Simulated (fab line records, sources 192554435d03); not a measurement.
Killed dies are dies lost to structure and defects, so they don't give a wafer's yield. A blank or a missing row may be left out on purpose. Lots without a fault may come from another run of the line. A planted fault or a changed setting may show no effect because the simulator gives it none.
A struck lot beside a sound one | flow n5_finfet | 14 steps out of a route of 1938
Sound: wafers L260.1, L260.4, L260.6. Struck: wafers L249.2, L249.3, L249.4. The cause comes at the end.
At each step with rows: each side's tool, then ch and its chambers, then its first start. Under that, the readings that differ: sound wafers | struck wafers | difference of the means | sigmas: that difference in standard deviations of wafers without a fault.
alike: readings whose means differ by less than 2 such deviations, and words and numbers that are the same on both sides. not compared: withheld readings, readings that some wafer has no value for, bounds like >300 that may hide the same value, and numbers for which the record gives no deviation and whose values overlap.
The two part at a step that has a row with sigmas, a row that says differs or no value, or rows on one side only. Numbers that don't overlap but have no deviation are shown without sigmas and don't part them. A reading that every wafer of one side lacks parts them only if that side has two wafers or more.

N5_BEOL_M9_STRIP_67: strips in CF4.
  sound on rie_diel-01 ch 0,2,3, day 15 12:43; struck on rie_diel-06 ch 0,2,3, day 12 21:17
  alike: drypump_motor_current_A, oes_product_au, rf_vpp_V, showerhead_plenum_p_Torr, throttle_valve_pct
  not compared: rf_hours_counter_h
N5_BEOL_M9_HM_OPEN_17: chemistry Cl2/BCl3, target TiN, target depth 20 nm, overetch 6 nm.
  sound on rie_metal-01 ch 0,1, day 15 12:45; struck on rie_metal-02 ch 0,1, day 12 21:20
  reading                | sound             | struck            | difference | sigmas
  throttle_valve_pct (%) | 22.42 22.40 22.47 | 21.96 21.94 21.97 | -0.47      | -2
  alike: drypump_motor_current_A, oes_product_au
  not compared: rf_hours_counter_h
N5_BEOL_M9_STRIP_19: strips in O2.
  sound on rie_diel-02 ch 0,2,3, day 15 12:59; struck on rie_diel-06 ch 0,1,2, day 12 21:26
  alike: drypump_motor_current_A, oes_product_au, rf_vpp_V, showerhead_plenum_p_Torr, throttle_valve_pct
  not compared: rf_hours_counter_h
N5_BEOL_M9_CD_MEAS_18: pitch 140 nm, target cd 70 nm.
  sound on cd_sem-02, day 15 13:03; struck on cd_sem-01, day 12 21:31
  alike: cd_nm
then, 8 steps without rows for these wafers: N5_BEOL_M9_COAT_63 (time 60 s, resist thk 60 nm); N5_BEOL_M9_COAT_64 (time 60 s, resist thk 12 nm); N5_BEOL_M9_COAT_75 (time 60 s, resist thk 5 nm); N5_BEOL_M9_COAT_22 (resist thk 30 nm); N5_BEOL_M9_EBR_24; N5_BEOL_M9_SOFTBAKE_23 (time 60 s); N5_BEOL_M9_EXPOSE_25 (exposes mask V8); N5_BEOL_M9_PEB_26 (peb time 60 s).
N5_BEOL_M9_DEVELOP_27: develop time 30 s.
  sound on litho_track-05 ch 0, day 15 13:24; struck on litho_track-05, day 13 00:02
  no value came back on the struck wafers for chill_plate_temp_C (C), develop_time_s (s); on the sound wafers chill_plate_temp_C (C) reads 23.01 23.06 22.99
  reading                                      | sound          | struck   | difference | sigmas
  model.CAR-EUV_of_BEOL_M9_COAT_22.thk_nm (nm) | 29.6 29.4 29.4 | 30 30 30 | +1         |
N5_BEOL_M9_CD_MEAS_28: target cd 70 nm.
  sound on cd_sem-01 ch 0, day 15 13:27; struck on cd_sem-02 ch 0, day 13 00:06
  reading    | sound             | struck | difference                    | sigmas
  cd_nm (nm) | 69.61 69.94 69.84 | - - -  | no value on the struck wafers |

WHERE THEY PART
First at N5_BEOL_M9_HM_OPEN_17; last, within this record, at N5_BEOL_M9_CD_MEAS_28.

WHY: what the simulator had put in
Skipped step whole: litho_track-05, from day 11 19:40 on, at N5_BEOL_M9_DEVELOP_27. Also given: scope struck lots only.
